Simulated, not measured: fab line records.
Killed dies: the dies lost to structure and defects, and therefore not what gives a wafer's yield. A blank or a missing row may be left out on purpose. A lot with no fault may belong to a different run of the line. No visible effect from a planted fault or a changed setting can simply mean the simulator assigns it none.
fab line records -- flow nandHarc -- part 1 of 2: steps 1 to 3 of 6
[record] lots = 22, wafers = 66, lastDay = 33
route steps=1302 shown P_BONDPAD@386 A_CHANNEL_HOLE_D1@466 A_CHANNEL_FILL_D1@513 A_CHANNEL_HOLE_D2@583
lots that met no fault: taken from a fault-free run of the same line
startH: the number of hours between the record's first day and the start of the first shown wafer of the lot -- waitH: time in hours since the lot's previous step -- " identical to the entry in the row above -- L1.1+2: a row that stands for several wafers -- - either no value or no given start -- * or withheld: withheld -- < > ~ a bound
route shown NAME@n: NAME is a module with steps in the file, n the number in the route of the first one -- usual: mean/standard deviation of fault-free wafers -- same: alike in all rows -- chamber/n: place in a boat -- sites: readings site by site -- _std_site: their standard deviation -- _edge_site: the outer-site mean with the inner-site mean subtracted -- radiusMm: for every site, how far away it sits from the centre of the wafer -- mask NAME#n: copy n -- behind: the tool/chamber that last shaped the wafer -- hold: what put the lot on hold/how long, in hours/how the hold closed -- device: which transistor (n, p or np) failed to switch -- end of line: the route-end tests of the same wafers -- where a step has no rows: the recipe by itself -- killed: the dies lost at the first sort to structure and to defects; this is not the yield of the wafer -- map: a wafer's dies, marking killed ones x, the rest . and places with no die _
set.NAME: the setting that was run; set.NAME@STEP: the one run at that earlier step -- model.NAME: the simulator's own value behind a step, which no gauge read
the route's steps for a sample of lots (tables are steps, rows are wafers)
services: from which hour (startH, from the record's first day; less than 0 if before it) a tool's chamber was out of use, for how many hours, and why
[[steps]]
[step NHARC_P_BONDPAD_ACTIVATE_29]
[recipe] timeS = 60, n2FlowSccm = 200, arFlowSccm = 0, biasPowerW = 0, chemistry = N2
[usual] drypumpMotorCurrentA = 5.5/0.44, oesProductAu = 1.000/0.0098, rfVppV = 64.2/0.86, showerheadPlenumPTorr = 1.77/0.081
lot.wafer,tool,chamber,startH,waitH,drypumpMotorCurrentA,oesProductAu,rfHoursCounterH,rfVppV,showerheadPlenumPTorr
L075.3,rieDiel-06,3,150.84,0.1,4.8,1.005,0.5,64.6,1.71
L075.2,rieDiel-06,0,150.84,0.1,5.8,1.015,0.6,63.6,1.71
L075.6,rieDiel-06,0,150.84,0.1,5.8,1.011,-,63.8,1.71
L076.3,rieDiel-06,2,165.14,0.1,5.8,1.010,0.7,64.9,1.91
L076.2,rieDiel-06,3,165.14,0.1,4.8,0.995,0.7,63.6,1.71
L076.5,rieDiel-06,0,165.14,0.1,5.8,0.999,-,64.3,1.71
L077.2,rieDiel-02,1,169.22,0.1,5.8,1.006,5.3,62.8,1.81
L077.6,rieDiel-02,2,169.22,0.1,6.5,0.994,-,64.2,1.76
L077.5,rieDiel-02,3,169.22,0.1,5.9,0.998,-,64.5,1.81
L079.1,rieDiel-06,3,188.78,0.1,4.7,1.001,1.3,65.3,1.71
L079.5,rieDiel-06,1,188.78,0.1,5.3,0.994,-,64.9,1.85
L079.6,rieDiel-06,2,188.78,0.1,5.8,1.009,-,64.5,1.91
L078.3,rieDiel-06,3,198.37,0.1,4.8,0.998,1.4,64.0,1.70
L078.2,rieDiel-06,1,198.37,0.1,5.3,0.991,1.1,64.4,1.85
L078.6,rieDiel-06,0,198.37,0.1,5.8,1.008,-,63.3,1.71
L080.2,rieDiel-06,3,206.60,0.1,4.8,0.983,1.6,64.8,1.71
L080.1,rieDiel-06,1,206.60,0.1,5.3,0.983,1.3,64.2,1.85
L080.6,rieDiel-06,2,206.60,0.1,5.8,0.994,-,65.1,1.91
L081.1,rieDiel-06,3,220.43,0.1,4.8,0.995,1.9,63.1,1.71
L081.3,rieDiel-06,0,220.43,0.1,5.8,0.999,1.7,62.1,1.71
L081.6,rieDiel-06,3,220.43,0.1,4.8,0.989,-,63.5,1.71
L082.1,rieDiel-11,1,223.23,0.1,5.1,1.015,8.4,63.1,1.74
L082.3,rieDiel-11,2,223.23,0.1,5.1,1.010,7.8,63.4,1.69
L082.6,rieDiel-11,1,223.23,0.1,5.1,1.011,-,63.2,1.74
L084.1,rieDiel-02,3,243.55,0.1,5.9,0.977,2.4,63.8,1.80
L084.2,rieDiel-02,0,243.55,0.1,5.3,1.008,1.9,63.3,1.80
L084.3,rieDiel-02,2,243.55,0.1,6.5,0.981,1.8,64.6,1.76
L085.1,rieDiel-11,0,251.39,0.1,5.1,1.008,9.0,62.2,1.64
L085.4,rieDiel-11,3,251.39,0.1,5.9,1.011,8.5,63.9,1.81
L085.6,rieDiel-11,0,251.39,0.1,5.1,1.003,-,63.2,1.64
L086.4,rieDiel-06,3,261.82,0.1,4.8,0.984,4.0,65.3,1.70
L086.2,rieDiel-06,0,261.82,0.1,5.8,0.995,3.2,62.9,1.71
L086.5,rieDiel-06,2,261.82,0.1,5.8,0.993,-,63.9,1.91
L087.4,rieDiel-11,3,264.67,0.1,5.9,0.997,0.0,64.6,1.81
L087.2,rieDiel-11,0,264.67,0.1,5.1,0.997,0.0,63.4,1.64
L087.1,rieDiel-11,2,264.67,0.1,5.1,1.008,0.0,63.8,1.69
L088.3,rieDiel-11,0,279.39,0.1,5.1,1.001,0.4,63.2,1.64
L088.4,rieDiel-11,2,279.39,0.1,5.1,1.018,0.6,63.8,1.69
L088.6,rieDiel-11,0,279.39,0.1,5.1,1.000,-,64.2,1.64
L089.2,rieDiel-06,1,285.36,0.1,5.3,0.988,3.9,64.8,1.85
L089.3,rieDiel-06,2,285.36,0.1,5.8,0.995,4.4,64.4,1.91
L089.1,rieDiel-06,0,285.36,0.1,5.8,1.008,3.5,62.6,1.71
L090.1,rieDiel-11,3,290.95,0.1,5.9,0.994,0.8,63.3,1.81
L090.5,rieDiel-11,2,290.95,0.1,5.1,1.015,-,64.3,1.69
L090.6,rieDiel-11,3,290.95,0.1,5.9,1.002,-,63.6,1.81
L091.2,rieDiel-06,1,303.48,0.1,5.3,0.987,4.3,64.5,1.85
L091.6,rieDiel-06,0,303.48,0.1,5.8,0.995,-,63.9,1.71
L091.5,rieDiel-06,1,303.48,0.1,5.3,0.981,-,64.6,1.85
L092.4,rieDiel-06,0,319.81,0.1,5.8,1.005,0.1,62.4,1.71
L092.3,rieDiel-06,1,319.81,0.1,5.2,0.987,0.1,64.7,1.85
L092.2,rieDiel-06,2,319.81,0.1,5.8,0.996,0.1,65.9,1.91
L093.2,rieDiel-06,1,323.89,0.1,5.3,0.987,0.1,64.2,1.85
L093.1,rieDiel-06,3,323.89,0.1,4.8,1.011,0.2,63.3,1.70
L093.5,rieDiel-06,1,323.89,0.1,5.3,0.986,-,64.5,1.85
L094.2,rieDiel-06,0,333.75,0.1,5.8,1.004,0.4,64.5,1.71
L094.3,rieDiel-06,1,333.75,0.1,5.3,0.984,0.4,65.6,1.85
L094.5,rieDiel-06,0,333.75,0.1,5.8,1.018,-,63.0,1.71
L095.3,rieDiel-11,0,358.29,0.1,5.1,1.004,4.8,64.1,1.64
L095.2,rieDiel-11,1,358.29,0.1,5.1,1.003,4.9,64.5,1.73
L095.1,rieDiel-11,2,358.29,0.1,5.2,1.000,4.5,63.8,1.69
L096.2,rieDiel-06,3,362.69,0.1,4.7,1.010,1.2,63.4,1.70
L096.4,rieDiel-06,0,362.69,0.1,5.8,1.003,1.3,64.4,1.71
L096.1,rieDiel-06,1,362.69,0.1,5.3,0.995,1.4,65.4,1.84
L097.4,rieDiel-02,0,369.21,0.1,5.3,0.997,8.5,64.5,1.80
L097.2,rieDiel-02,2,369.21,0.1,6.5,0.979,8.9,64.4,1.76
L097.6,rieDiel-02,1,369.21,0.1,5.7,1.011,-,65.2,1.81
[step NHARC_A_CHANNEL_HOLE_D1_ETCH_38]
[recipe] targetDepthA = 390, overEtchFrac = 0.3, timeS = 65, ionEnergyEv = 80, cf4FlowSccm = 150, arFlowSccm = 0, rfW = 300, biasW = 100, chemistry = CF4
[usual] drypumpMotorCurrentA = 5.63/0.27, oesProductAu = 1.003/0.0088, rfVppV = 151.1/1.3, showerheadPlenumPTorr = 1.76/0.081, throttleValvePct = 13.283/0.0098
lot.wafer,tool,chamber,startH,waitH,drypumpMotorCurrentA,oesProductAu,rfHoursCounterH,rfVppV,showerheadPlenumPTorr,throttleValvePct
L075.3,rieDiel-12,0,194.71,0.1,5.46,0.992,10,153.4,1.84,13.284
L075.2,rieDiel-12,3,194.71,0.1,5.86,1.002,8,151.8,1.85,13.269
L075.6,rieDiel-12,0,194.71,0.1,5.42,1.004,-,151.4,1.84,13.292
L076.2,rieDiel-12,2,207.98,0.1,5.66,1.001,8,152.2,1.73,13.294
L076.3,rieDiel-12,0,207.98,0.1,5.40,1.003,10,153.3,1.84,13.277
L076.5,rieDiel-12,1,207.98,0.1,5.69,1.000,-,149.3,1.65,13.301
L077.2,rieDiel-12,3,213.36,0.1,5.81,0.987,9,152.9,1.85,13.285
L077.5,rieDiel-12,2,213.36,0.1,5.66,0.999,-,150.0,1.73,13.289
L077.6,rieDiel-12,3,213.36,0.1,5.82,0.988,-,150.6,1.85,13.277
L079.1,rieDiel-12,1,228.59,0.1,5.70,0.998,7,150.0,1.65,13.295
L079.5,rieDiel-12,0,228.59,0.1,5.44,0.997,-,150.8,1.84,13.297
L079.6,rieDiel-12,1,228.59,0.1,5.68,1.000,-,149.0,1.65,13.293
L078.3,rieDiel-12,1,240.31,0.1,5.68,1.004,8,150.5,1.65,13.285
L078.2,rieDiel-12,2,240.31,0.1,5.68,0.998,11,152.3,1.72,13.283
L078.6,rieDiel-12,0,240.31,0.1,5.43,0.997,-,150.9,1.84,13.299
L080.2,rieDiel-04,0,245.85,0.1,5.11,0.984,18,153.0,1.89,13.285
L080.1,rieDiel-04,1,245.85,0.1,5.50,1.006,20,149.8,1.75,13.287
L080.6,rieDiel-04,1,245.85,0.1,5.50,1.004,-,151.6,1.75,13.274
L082.3,rieDiel-01,2,259.38,0.1,5.20,0.981,10,150.0,1.67,13.296
L082.1,rieDiel-01,3,259.38,0.1,5.97,1.013,7,150.2,1.72,13.272
L082.6,rieDiel-01,2,259.38,0.1,5.20,0.979,-,151.3,1.67,13.306
L081.1,rieDiel-04,3,259.57,0.1,5.45,1.016,21,149.8,1.82,13.283
L081.3,rieDiel-04,0,259.57,0.1,5.10,0.999,22,151.8,1.89,13.269
L081.6,rieDiel-04,1,259.57,0.1,5.46,1.016,-,150.9,1.75,13.274
L084.2,rieDiel-12,0,283.71,0.1,5.39,1.003,1,153.1,1.84,13.285
L084.3,rieDiel-12,1,283.71,0.1,5.68,1.020,1,150.9,1.65,13.287
L084.1,rieDiel-12,2,283.71,0.1,5.65,1.009,0,150.1,1.72,13.276
L085.1,rieDiel-12,2,290.91,0.1,5.64,1.010,1,150.0,1.72,13.282
L085.4,rieDiel-12,2,290.91,0.1,5.65,1.011,-,151.6,1.72,13.294
L085.6,rieDiel-12,3,290.91,0.1,5.87,1.009,-,151.6,1.85,13.274
L086.2,rieDiel-12,3,307.89,0.1,5.85,0.996,4,151.6,1.85,13.283
L086.4,rieDiel-12,1,307.89,0.1,5.72,1.009,4,149.0,1.65,13.271
L086.5,rieDiel-12,3,307.89,0.1,5.83,0.999,-,153.0,1.85,13.274
L087.1,rieDiel-04,0,320.36,0.1,5.11,0.991,39,151.9,1.88,13.281
L087.2,rieDiel-04,1,320.36,0.1,5.47,1.003,42,152.0,1.74,13.281
L087.4,rieDiel-04,2,320.36,0.1,6.14,1.006,39,149.2,1.72,13.297
L088.4,rieDiel-12,2,327.40,0.1,5.61,1.012,5,150.0,1.72,13.288
L088.3,rieDiel-12,1,327.40,0.1,5.69,1.015,5,149.0,1.65,13.295
L088.6,rieDiel-12,3,327.40,0.1,5.87,1.004,-,150.8,1.85,13.297
L089.2,rieDiel-12,2,329.28,0.1,5.66,1.005,6,153.1,1.72,13.285
L089.3,rieDiel-12,3,329.28,0.1,5.84,1.004,6,151.5,1.85,13.260
L089.1,rieDiel-12,1,329.28,0.1,5.71,1.016,6,149.7,1.65,13.286
L090.1,rieDiel-12,3,332.25,0.1,5.85,1.009,7,151.7,1.85,13.277
L090.5,rieDiel-12,0,332.25,0.1,5.40,1.011,-,151.0,1.84,13.293
L090.6,rieDiel-12,1,332.25,0.1,5.69,1.023,-,149.9,1.65,13.288
L091.2,rieDiel-01,3,351.19,0.1,5.95,1.012,29,151.1,1.72,13.285
L091.5,rieDiel-01,2,351.19,0.1,5.21,0.995,-,149.7,1.66,13.266
L091.6,rieDiel-01,3,351.19,0.1,5.92,1.015,-,150.0,1.72,13.273
L093.1,rieDiel-12,0,363.33,0.1,5.40,0.995,6,153.0,1.84,13.266
L093.2,rieDiel-12,1,363.33,0.1,5.72,1.009,8,150.1,1.65,13.290
L093.5,rieDiel-12,1,363.33,0.1,5.69,1.013,-,149.6,1.65,13.292
L092.4,rieDiel-12,2,364.43,0.1,5.66,1.012,9,150.2,1.72,13.292
L092.3,rieDiel-12,3,364.43,0.1,5.85,1.001,9,152.4,1.85,13.278
L092.2,rieDiel-12,1,364.43,0.1,5.69,1.018,8,150.7,1.65,13.292
L094.3,rieDiel-12,1,374.06,0.1,5.67,1.014,10,150.9,1.64,13.288
L094.2,rieDiel-12,2,374.06,0.1,5.63,1.016,10,150.0,1.72,13.289
L094.5,rieDiel-12,2,374.06,0.1,5.68,1.005,-,150.5,1.72,13.292
L095.2,rieDiel-12,3,403.66,0.1,5.87,1.006,11,151.9,1.85,13.286
L095.1,rieDiel-12,0,403.66,0.1,5.43,1.004,12,152.3,1.84,13.264
L095.3,rieDiel-12,2,403.66,0.1,5.66,1.009,13,149.1,1.72,13.302
L096.4,rieDiel-12,2,407.41,0.1,5.64,1.011,13,150.6,1.72,13.284
L096.2,rieDiel-12,3,407.41,0.1,5.86,1.004,11,154.6,1.85,13.282
L096.1,rieDiel-12,1,407.41,0.1,5.71,1.014,14,149.1,1.64,13.285
L097.2,rieDiel-12,1,411.03,0.1,5.74,1.012,14,148.5,1.64,13.267
L097.4,rieDiel-12,2,411.03,0.1,5.62,1.007,14,150.4,1.72,13.285
L097.6,rieDiel-12,1,411.03,0.1,5.72,1.005,-,149.8,1.64,13.288
[step NHARC_A_CHANNEL_HOLE_D1_ETCH_39]
[recipe] targetDepthA = 2600, overEtchFrac = 0.3, timeS = 325, ionEnergyEv = 200, n2FlowSccm = 150, h2FlowSccm = 150, arFlowSccm = 0, rfW = 400, biasW = 150, chemistry = N2/H2
[usual] drypumpMotorCurrentA = 5.64/0.27, oesProductAu = 1.003/0.0088, rfVppV = 430.2/3, showerheadPlenumPTorr = 2.02/0.1, throttleValvePct = 14.171/0.009
lot.wafer,tool,chamber,startH,waitH,drypumpMotorCurrentA,oesProductAu,rfHoursCounterH,rfVppV,showerheadPlenumPTorr,throttleValvePct
L075.2,rieDiel-12,3,-,-,5.85,0.992,8,433.0,2.15,14.173
L075.3,rieDiel-12,1,-,-,5.71,0.990,4,425.0,1.89,14.185
L075.6,rieDiel-12,3,-,-,5.86,0.999,-,433.5,2.15,14.169
L076.2,rieDiel-12,2,-,-,5.69,1.003,8,429.8,1.98,14.168
L076.3,rieDiel-12,3,-,-,5.85,0.988,9,433.1,2.15,14.179
L076.5,rieDiel-12,2,-,-,5.65,1.003,-,428.6,1.98,14.180
L077.2,rieDiel-12,2,-,-,5.66,1.002,8,428.2,1.98,14.171
L077.5,rieDiel-12,0,-,-,5.43,0.995,-,433.3,2.14,14.175
L077.6,rieDiel-12,1,-,-,5.68,1.000,-,427.3,1.89,14.145
L079.1,rieDiel-12,0,-,-,5.41,0.996,13,433.4,2.14,14.189
L079.5,rieDiel-12,1,-,-,5.70,0.996,-,427.4,1.89,14.164
L079.6,rieDiel-12,2,-,-,5.64,1.010,-,428.9,1.98,14.156
L078.3,rieDiel-12,0,-,-,5.38,1.008,14,434.3,2.14,14.150
L078.2,rieDiel-12,2,-,-,5.68,1.014,11,429.1,1.98,14.197
L078.6,rieDiel-12,3,-,-,5.88,0.992,-,434.3,2.15,14.164
L080.2,rieDiel-04,0,-,-,5.16,0.994,18,434.5,2.19,14.164
L080.1,rieDiel-04,1,-,-,5.49,1.012,20,429.2,2.01,14.182
L080.6,rieDiel-04,3,-,-,5.45,1.005,-,432.6,2.10,14.177
L082.1,rieDiel-01,2,-,-,5.21,0.992,10,427.5,1.91,14.162
L082.3,rieDiel-01,1,-,-,6.37,1.008,10,428.3,1.97,14.174
L082.6,rieDiel-01,3,-,-,5.91,1.018,-,430.1,1.98,14.184
L081.3,rieDiel-04,2,-,-,6.10,1.013,23,429.6,1.98,14.182
L081.1,rieDiel-04,3,-,-,5.46,0.995,21,433.1,2.10,14.162
L081.6,rieDiel-04,0,-,-,5.15,0.997,-,434.7,2.19,14.180
L084.2,rieDiel-12,0,-,-,5.42,0.998,1,434.0,2.13,14.179
L084.3,rieDiel-12,1,-,-,5.73,1.013,1,425.8,1.89,14.164
L084.1,rieDiel-12,2,-,-,5.63,0.999,0,429.0,1.98,14.172
L085.1,rieDiel-12,2,-,-,5.65,1.014,1,428.6,1.98,14.154
L085.6,rieDiel-12,1,-,-,5.72,1.017,-,425.6,1.88,14.167
L085.4,rieDiel-12,2,-,-,5.67,1.017,-,428.2,1.98,14.179
L086.2,rieDiel-12,1,-,-,5.70,1.020,4,426.0,1.88,14.161
L086.4,rieDiel-12,0,-,-,5.39,1.010,3,432.9,2.13,14.172
L086.5,rieDiel-12,1,-,-,5.69,1.020,-,425.8,1.88,14.162
L087.4,rieDiel-04,2,-,-,6.12,1.004,39,428.5,1.98,14.153
L087.2,rieDiel-04,3,-,-,5.47,1.010,40,430.9,2.09,14.180
L087.1,rieDiel-04,1,-,-,5.47,1.001,42,427.5,2.00,14.168
L088.4,rieDiel-12,1,-,-,5.69,1.012,5,426.0,1.88,14.156
L088.3,rieDiel-12,2,-,-,5.64,1.011,5,428.2,1.98,14.161
L088.6,rieDiel-12,1,-,-,5.72,1.022,-,426.4,1.88,14.161
L089.3,rieDiel-12,3,-,-,5.86,0.999,6,433.4,2.14,14.171
L089.1,rieDiel-12,0,-,-,5.42,1.007,4,433.5,2.13,14.163
L089.2,rieDiel-12,1,-,-,5.74,1.005,6,425.3,1.88,14.155
L090.1,rieDiel-12,2,-,-,5.67,0.993,7,428.0,1.98,14.159
L090.5,rieDiel-12,2,-,-,5.63,0.999,-,429.4,1.98,14.161
L090.6,rieDiel-12,3,-,-,5.85,0.998,-,434.0,2.14,14.168
L091.2,rieDiel-01,3,-,-,5.90,1.015,29,430.5,1.97,14.171
L091.6,rieDiel-01,0,-,-,4.93,0.995,-,428.2,1.94,14.165
L091.5,rieDiel-01,1,-,-,6.41,1.023,-,427.7,1.97,14.172
L093.1,rieDiel-12,0,-,-,5.43,1.000,6,433.4,2.13,14.171
L093.2,rieDiel-12,1,-,-,5.73,1.003,8,426.7,1.88,14.177
L093.5,rieDiel-12,2,-,-,5.64,1.009,-,429.6,1.98,14.159
L092.2,rieDiel-12,3,-,-,5.86,1.002,9,432.4,2.14,14.176
L092.4,rieDiel-12,0,-,-,5.39,0.996,7,432.7,2.13,14.166
L092.3,rieDiel-12,1,-,-,5.74,1.002,8,427.3,1.88,14.169
L094.3,rieDiel-12,0,-,-,5.39,1.000,9,433.5,2.13,14.175
L094.2,rieDiel-12,1,-,-,5.73,1.010,10,426.0,1.88,14.181
L094.5,rieDiel-12,0,-,-,5.40,0.999,-,432.7,2.13,14.171
L095.3,rieDiel-12,1,-,-,5.71,1.004,13,424.4,1.88,14.171
L095.1,rieDiel-12,2,-,-,5.68,1.010,13,429.0,1.98,14.165
L095.2,rieDiel-12,3,-,-,5.86,1.005,11,432.4,2.14,14.169
L096.2,rieDiel-12,2,-,-,5.64,1.002,13,427.7,1.98,14.184
L096.4,rieDiel-12,3,-,-,5.86,1.006,11,433.1,2.14,14.168
L096.1,rieDiel-12,1,-,-,5.69,1.005,14,426.0,1.88,14.169
L097.2,rieDiel-12,3,-,-,5.82,1.005,12,432.6,2.14,14.163
L097.4,rieDiel-12,2,-,-,5.64,1.003,14,428.5,1.98,14.161
L097.6,rieDiel-12,3,-,-,5.81,1.008,-,433.8,2.14,14.163
